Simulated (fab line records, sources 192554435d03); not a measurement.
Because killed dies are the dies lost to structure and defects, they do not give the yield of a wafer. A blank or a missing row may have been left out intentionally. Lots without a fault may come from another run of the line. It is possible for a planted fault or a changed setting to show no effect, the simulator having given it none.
Which tool did it? + flow n5-finfet + 36 wafers from 12 lots sampled at 3 of the route's 1938 steps

## WHAT EACH GAUGE READ, for each wafer
N5_MOL_CONTACT_COAG_CD_MEAS_99: the cd target is 17.2 nm.
| lot  | measured     | on        | cd-nm (nm)     |
|------|--------------|-----------|----------------|
| L075 | day 5 03:10  | cd-sem-02 | 17.8 17.3 17.7 |
| L077 | day 5 11:46  | cd-sem-03 | 17.3 17.6 17.3 |
| L079 | day 6 02:42  | cd-sem-03 | 17.1 17.3 17.1 |
| L081 | day 6 17:27  | cd-sem-03 | 17.4 17.1 17.5 |
| L083 | day 6 23:35  | cd-sem-03 | 17.3 16.9 17.0 |
| L085 | day 7 11:33  | cd-sem-02 | 17.3 16.8 16.7 |
| L087 | day 8 01:22  | cd-sem-02 | 17.1 17.1 16.9 |
| L089 | day 8 14:36  | cd-sem-03 | 16.9 17.2 17.4 |
| L091 | day 9 04:44  | cd-sem-02 | 17.4 17.1 17.4 |
| L093 | day 9 13:49  | cd-sem-02 | 16.9 17.0 16.4 |
| L095 | day 9 23:21  | cd-sem-01 | 17.2 17.0 17.3 |
| L097 | day 10 15:38 | cd-sem-03 | 17.3 17.1 17.7 |

## WHICH TOOL RAN EACH LOT (tool, then ch and the chambers of the sampled wafers, then the start)
| lot  | N5_GATE_CUT_VAPOR_ETCH_51        | N5_MOL_CONTACT_COAG_ETCH_106      |
|------|----------------------------------|-----------------------------------|
| L075 | rie-metal-01 ch 0,1, day 4 22:58 | rie-diel-04 ch 0,1,3, day 5 02:51 |
| L077 | rie-metal-02 ch 0,1, day 5 07:48 | rie-diel-05 ch 2,3, day 5 11:27   |
| L079 | rie-metal-01 ch 0,1, day 5 22:20 | rie-diel-04 ch 0,2, day 6 02:23   |
| L081 | rie-metal-02 ch 0,1, day 6 13:45 | rie-diel-05 ch 1,2,3, day 6 17:08 |
| L083 | rie-metal-01 ch 1, day 6 19:39   | rie-diel-01 ch 1,2,3, day 6 23:16 |
| L085 | rie-metal-01 ch 0,1, day 7 07:34 | rie-diel-01 ch 0,1,2, day 7 11:14 |
| L087 | rie-metal-01 ch 0,1, day 7 21:24 | rie-diel-05 ch 0,3, day 8 01:02   |
| L089 | rie-metal-03 ch 0,1, day 8 10:41 | rie-diel-01 ch 0,2,3, day 8 14:17 |
| L091 | rie-metal-03 ch 0,1, day 8 22:46 | rie-diel-04 ch 0,2,3, day 9 04:25 |
| L093 | rie-metal-01 ch 0,1, day 9 09:44 | rie-diel-05 ch 0,1,3, day 9 13:29 |
| L095 | rie-metal-02 ch 0, day 9 19:40   | rie-diel-05 ch 1,2,3, day 9 23:02 |
| L097 | rie-metal-03 ch 1, day 10 11:44  | rie-diel-04 ch 1,2, day 10 15:19  |
- N5_GATE_CUT_VAPOR_ETCH_51: etches HfO2 in BCl3/Cl2.
- N5_MOL_CONTACT_COAG_ETCH_106: etches SOC in N2/H2, target depth 80 nm, overetch 16 nm, time 120 s.

## THE ANSWER, worked out from the rows above alone
Rule: the lots themselves supply what counts as usual. The widest of any qualifying gaps counts: lots, ordered by their means at a reading, are off when they make up no more than a third of the lots, leave a main group of 4 or more, and stand apart from it by 3 or more times the standard deviation of that group's means. Not used: any main group whose means are identical at the precision the tables above print for the reading. A lot without any number at a reading at which 4 lots or more have one is off too. Where the step has rows for the other lots, those lots are counted as sound.
No lot is off at any reading shown: from this, nothing can be told.

## WHAT WAS PUT IN BY THE SIMULATOR
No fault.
